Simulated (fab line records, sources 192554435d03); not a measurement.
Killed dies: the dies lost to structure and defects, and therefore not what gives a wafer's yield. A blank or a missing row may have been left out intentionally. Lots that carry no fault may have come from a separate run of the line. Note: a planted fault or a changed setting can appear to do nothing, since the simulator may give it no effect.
Chamber matching | flow n5Finfet | N5_MOL_CONTACT_COAG_ETCH_59 on rieDiel-02: 4 sister chambers
The step etches underlayer in N2/H2, target depth 13 nm, time 10.4 s. 16 wafers are shown with their chamber, then 8 later ones without.

## WAFERS PAIRED WITH THEIR CHAMBERS
wafer  | chamber | drypumpMotorCurrentA (A) | throttleValvePct (%) | showerheadPlenumPTorr (Torr)
L075.3 | 2       | 6.5                      | 17.94                | 2.58
L075.4 | 2       | 6.5                      | 17.94                | 2.58
L075.5 | 3       | 5.1                      | 18.43                | 2.53
L076.2 | 3       | 5.1                      | 18.44                | 2.53
L076.4 | 3       | 5.1                      | 18.42                | 2.53
L076.6 | 1       | 5.5                      | 18.12                | 2.65
L077.1 | 0       | 5.2                      | 17.48                | 2.50
L077.3 | 1       | 5.5                      | 18.12                | 2.64
L077.5 | 1       | 5.5                      | 18.10                | 2.64
L085.2 | 1       | 5.5                      | 18.15                | 2.63
L085.4 | 0       | 5.3                      | 17.54                | 2.50
L085.6 | 0       | 5.3                      | 17.53                | 2.50
L086.1 | 3       | 5.1                      | 18.47                | 2.52
L086.2 | 1       | 5.5                      | 18.17                | 2.63
L086.4 | 2       | 6.5                      | 17.97                | 2.57
L087.2 | 1       | 5.5                      | 18.17                | 2.63

SIGNATURES (means of the wafers above)
reading               | chamber 0 | chamber 1 | chamber 2 | chamber 3 | scatter within a chamber
drypumpMotorCurrentA  | 5.267     | 5.500     | 6.500     | 5.100     | 0.0236
throttleValvePct      | 17.5167   | 18.1383   | 17.9500   | 18.4400   | 0.0264
showerheadPlenumPTorr | 2.5000    | 2.6367    | 2.5767    | 2.5275    | 0.00629
Rule: a wafer's distance from a chamber is the root of the sum, over the readings, of the square of ((its reading less the chamber's mean) divided by the reading's scatter). If the next closest chamber is less than 2 further off than the closest, the wafer can't be placed; otherwise it belongs to the closest. The scatter: take each reading less its chamber's mean, square it, sum over the shown wafers, divide by the number of wafers less the number of chambers, and take the root.

## WAFERS WITHOUT THEIR CHAMBER
wafer  | drypumpMotorCurrentA (A) | throttleValvePct (%) | showerheadPlenumPTorr (Torr)
L087.5 | 5.1                      | 18.50                | 2.52
L087.6 | 5.3                      | 17.55                | 2.49
L094.2 | 5.2                      | 17.57                | 2.49
L094.3 | 6.5                      | 18.01                | 2.57
L094.4 | 5.1                      | 18.48                | 2.51
L097.1 | 5.2                      | 17.57                | 2.49
L097.4 | 6.5                      | 18.02                | 2.57
L097.5 | 6.5                      | 18.02                | 2.57

## EACH ONE'S CHAMBER
wafer  | from the rows above | in truth
L087.5 | 3                   | 3
L087.6 | 0                   | 0
L094.2 | 0                   | 0
L094.3 | 2                   | 2
L094.4 | 3                   | 3
L097.1 | 0                   | 0
L097.4 | 2                   | 2
L097.5 | 2                   | 2
Correct placement for 8 of the 8. Can't be placed from these rows: 0. Number placed wrongly: 0.
